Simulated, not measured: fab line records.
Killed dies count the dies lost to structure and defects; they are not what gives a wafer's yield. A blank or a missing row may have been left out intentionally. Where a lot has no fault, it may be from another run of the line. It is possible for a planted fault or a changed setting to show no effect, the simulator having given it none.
Matching of chambers / flow n5_finfet / 3 sister chambers for N5_BEOL_M4_CO_CAP_55 on cvd_co-02
The step material Co, precursor CCTBA/H2, target thk 2 nm, time 102.1 s. 36 wafers are shown with their chamber, then 12 later ones without.

EACH WAFER AND ITS CHAMBER
wafer=L074.3; chamber=1; heater_power_w (W)=294
wafer=L074.4; chamber=1; heater_power_w (W)=294
wafer=L074.6; chamber=2; heater_power_w (W)=276
wafer=L076.1; chamber=0; heater_power_w (W)=233
wafer=L076.4; chamber=0; heater_power_w (W)=239
wafer=L076.6; chamber=1; heater_power_w (W)=297
wafer=L077.3; chamber=1; heater_power_w (W)=291
wafer=L077.5; chamber=2; heater_power_w (W)=275
wafer=L077.6; chamber=1; heater_power_w (W)=300
wafer=L080.2; chamber=0; heater_power_w (W)=239
wafer=L080.3; chamber=1; heater_power_w (W)=293
wafer=L080.5; chamber=0; heater_power_w (W)=242
wafer=L081.1; chamber=2; heater_power_w (W)=272
wafer=L081.2; chamber=0; heater_power_w (W)=240
wafer=L081.5; chamber=1; heater_power_w (W)=298
wafer=L083.2; chamber=1; heater_power_w (W)=292
wafer=L083.3; chamber=2; heater_power_w (W)=272
wafer=L083.4; chamber=1; heater_power_w (W)=284
wafer=L085.1; chamber=0; heater_power_w (W)=237
wafer=L085.2; chamber=2; heater_power_w (W)=267
wafer=L085.3; chamber=1; heater_power_w (W)=302
wafer=L086.3; chamber=1; heater_power_w (W)=298
wafer=L086.4; chamber=0; heater_power_w (W)=237
wafer=L086.5; chamber=1; heater_power_w (W)=300
wafer=L084.2; chamber=0; heater_power_w (W)=244
wafer=L084.4; chamber=2; heater_power_w (W)=276
wafer=L084.5; chamber=1; heater_power_w (W)=297
wafer=L088.3; chamber=1; heater_power_w (W)=302
wafer=L088.5; chamber=0; heater_power_w (W)=238
wafer=L088.6; chamber=1; heater_power_w (W)=297
wafer=L087.2; chamber=2; heater_power_w (W)=273
wafer=L087.3; chamber=1; heater_power_w (W)=298
wafer=L087.5; chamber=1; heater_power_w (W)=297
wafer=L091.1; chamber=2; heater_power_w (W)=275
wafer=L091.2; chamber=0; heater_power_w (W)=247
wafer=L091.4; chamber=0; heater_power_w (W)=237

SIGNATURES (means of the wafers above)
reading=heater_power_w; chamber 0=239.36; chamber 1=296.12; chamber 2=273.25; scatter within a chamber=4.01
Rule: for a wafer and a chamber, the distance is found by dividing, reading by reading, the gap between the wafer's reading and the chamber's mean by the reading's scatter, squaring, summing and taking the root. If the next closest chamber is less than 2 further off than the closest, the wafer can't be placed; otherwise it belongs to the closest. How the scatter is found: for the shown wafers, subtract from each reading the mean of its chamber, square and add these, divide the total by (wafers less chambers), then take the root.

WAFERS WITH NO CHAMBER GIVEN
wafer=L090.2; heater_power_w (W)=237
wafer=L090.4; heater_power_w (W)=279
wafer=L090.5; heater_power_w (W)=280
wafer=L092.1; heater_power_w (W)=246
wafer=L092.4; heater_power_w (W)=281
wafer=L092.6; heater_power_w (W)=280
wafer=L097.1; heater_power_w (W)=241
wafer=L097.2; heater_power_w (W)=287
wafer=L097.4; heater_power_w (W)=249
wafer=L095.2; heater_power_w (W)=243
wafer=L095.3; heater_power_w (W)=292
wafer=L095.5; heater_power_w (W)=238

EACH ONE'S CHAMBER
wafer=L090.2; from the rows above=0; in truth=0
wafer=L090.4; from the rows above=2; in truth=2
wafer=L090.5; from the rows above=2; in truth=2
wafer=L092.1; from the rows above=0; in truth=0
wafer=L092.4; from the rows above=can't be placed: 2 or 1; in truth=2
wafer=L092.6; from the rows above=2; in truth=2
wafer=L097.1; from the rows above=0; in truth=0
wafer=L097.2; from the rows above=can't be placed: 1 or 2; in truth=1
wafer=L097.4; from the rows above=0; in truth=0
wafer=L095.2; from the rows above=0; in truth=0
wafer=L095.3; from the rows above=1; in truth=1
wafer=L095.5; from the rows above=0; in truth=0
10 of 12 placed correctly. From these rows, 2 cannot be placed; in 2 the true chamber is one of the candidates. 0 placed wrongly.
